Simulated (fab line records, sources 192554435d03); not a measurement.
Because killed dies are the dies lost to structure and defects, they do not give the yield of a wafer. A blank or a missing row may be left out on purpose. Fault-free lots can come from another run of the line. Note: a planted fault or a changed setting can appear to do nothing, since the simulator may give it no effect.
Split-lot study    flow n5-finfet    route with 1938 steps; 7 lots, 21 wafers read

SPLIT DETAILS
At N5_MOL_CONTACT_COAG_COAT_62 (time 60 s, resist thk 60 nm), the setting spin-rpm was moved away from the recipe's 1500 rpm on 5 of the 21 wafers read, by -10.5% to +7.9%. This setting was run at the recipe's value on the other wafers.

FROM THE SPLIT TO THE READING: what the file shows between them, 9 steps
- N5_MOL_CONTACT_COAG_COAT_63: time 60 s, resist thk 10 nm
- N5_MOL_CONTACT_COAG_COAT_64: time 60 s, resist thk 10 nm
- N5_MOL_CONTACT_COAG_ALD_133: deposits SiO2, target thk 5 nm, pulse time 1 s, co reactant pulse time 1 s
- N5_MOL_CONTACT_COAG_ETCHBACK_134: etches SiO2 in CHF3, target depth 10 nm, time 6.7 s
- N5_MOL_CONTACT_COAG_ETCH_67: etches SOC in N2/H2, target depth 60 nm, overetch 21 nm, time 101.2 s
- N5_MOL_CONTACT_COAG_STRIP_68: strips in N2/H2
- N5_MOL_CONTACT_COAG_STRIP_69: strips in N2/H2
- N5_MOL_CONTACT_COAG_STRIP_120: strips in CHF3
- N5_MOL_CONTACT_COAG_VIA_ETCH_117: etches SiO2 in C4F6/O2, target depth 40 nm, overetch 8 nm, time 26 s

THE READING
SOC_of_MOL_CONTACT_COAG_COAT_62.thk-nm (the simulator's own value, which no gauge read), in nm, at N5_MOL_CONTACT_COAG_ETCH_124 (etches SiNx in CH3F/O2, stops on SiOC, target depth 6.5 nm). The file gives no usual value for it. The 16 wafers here that ran the recipe average 48.3 nm, standard deviation 0.35 nm.

wafer   tool, chamber at the split  spin-rpm as run, rpm  against the recipe  SOC_of_MOL_CONTACT_COAG_COAT_62.thk-nm, nm  against lot-mates on the recipe
L077.3  litho-track-02, 0           1500                  recipe              47.6                                        -
L077.4  litho-track-02, 0           1356                  -9.6%               51.4                                        +3.5
L077.6  litho-track-02, 0           1500                  recipe              48.2                                        -
L074.1  litho-track-01, 0           1342                  -10.5%              51.8                                        +3.7
L074.3  litho-track-01, 0           1500                  recipe              48                                          -
L074.5  litho-track-01, 0           1500                  recipe              48.2                                        -
L081.4  litho-track-03, 0           1500                  recipe              48.6                                        -
L081.5  litho-track-03, 0           1500                  recipe              48.6                                        -
L081.6  litho-track-03, 0           1351                  -9.9%               52                                          +3.4
L083.2  litho-track-01, 0           1500                  recipe              48.6                                        -
L083.3  litho-track-01, 0           1500                  recipe              48.4                                        -
L083.6  litho-track-01, 0           1500                  recipe              47.8                                        -
L087.1  litho-track-02, 0           1619                  +7.9%               46.2                                        -2.6
L087.3  litho-track-02, 0           1500                  recipe              48.8                                        -
L087.4  litho-track-02, 0           1619                  +7.9%               46                                          -2.8
L093.2  litho-track-02, 0           1500                  recipe              48.6                                        -
L093.4  litho-track-02, 0           1500                  recipe              48.8                                        -
L093.6  litho-track-02, 0           1500                  recipe              48.4                                        -
L096.3  litho-track-03, 0           1500                  recipe              48.4                                        -
L096.4  litho-track-03, 0           1500                  recipe              48.4                                        -
L096.6  litho-track-03, 0           1500                  recipe              47.8                                        -

THE FIT
A straight line over all 21 wafers: SOC_of_MOL_CONTACT_COAG_COAT_62.thk-nm changes by -0.321 nm for each +1% of spin-rpm; r = -0.97; the points scatter about the line by 0.35 nm.
The same after taking each lot's own level away (the mean of its wafers on the recipe; 21 wafers): -0.348 nm for each +1%; r = -0.99; scatter 0.22 nm.
The reading moves by 3.7 nm for the largest change in spin-rpm, on that fit.
Across the lots, their own levels run from 47.90 to 48.80 nm, a range of 2.6 times the standard deviation given above.
So the lot-to-lot level changes the slope little: the two slopes agree.
Check: +3.68 nm against its lot-mates is what the line predicts for one of the wafers moved furthest among these (-10.5%) when that wafer is left out of the fit. It came out at +3.7 nm against them.

THE WHOLE CHAIN: every reading that the file lists as answering this split, in the file's order
step                          what it does                                                           reading                                                                                  change (the file's fit)                r (the file's)
N5_MOL_CONTACT_COAG_COAT_62   time 60 s, resist thk 60 nm                                            SOC_of_MOL_CONTACT_COAG_COAT_62.thk-nm (the simulator's own value, which no gauge read)  -0.338 nm for each +1% of the setting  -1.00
N5_MOL_CONTACT_COAG_ETCH_67   etches SOC in N2/H2, target depth 60 nm, overetch 21 nm, time 101.2 s  etch.depth-nm (the simulator's own value, which no gauge read)                           -0.334 nm for each +1% of the setting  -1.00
N5_MOL_CONTACT_COAG_ETCH_124  etches SiNx in CH3F/O2, stops on SiOC, target depth 6.5 nm             SOC_of_MOL_CONTACT_COAG_COAT_62.thk-nm (the simulator's own value, which no gauge read)  -0.35 nm for each +1% of the setting   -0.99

THE FILE'S OWN FIT
SOC_of_MOL_CONTACT_COAG_COAT_62.thk-nm changes by -0.35 nm for each +1% of spin-rpm, r = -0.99.
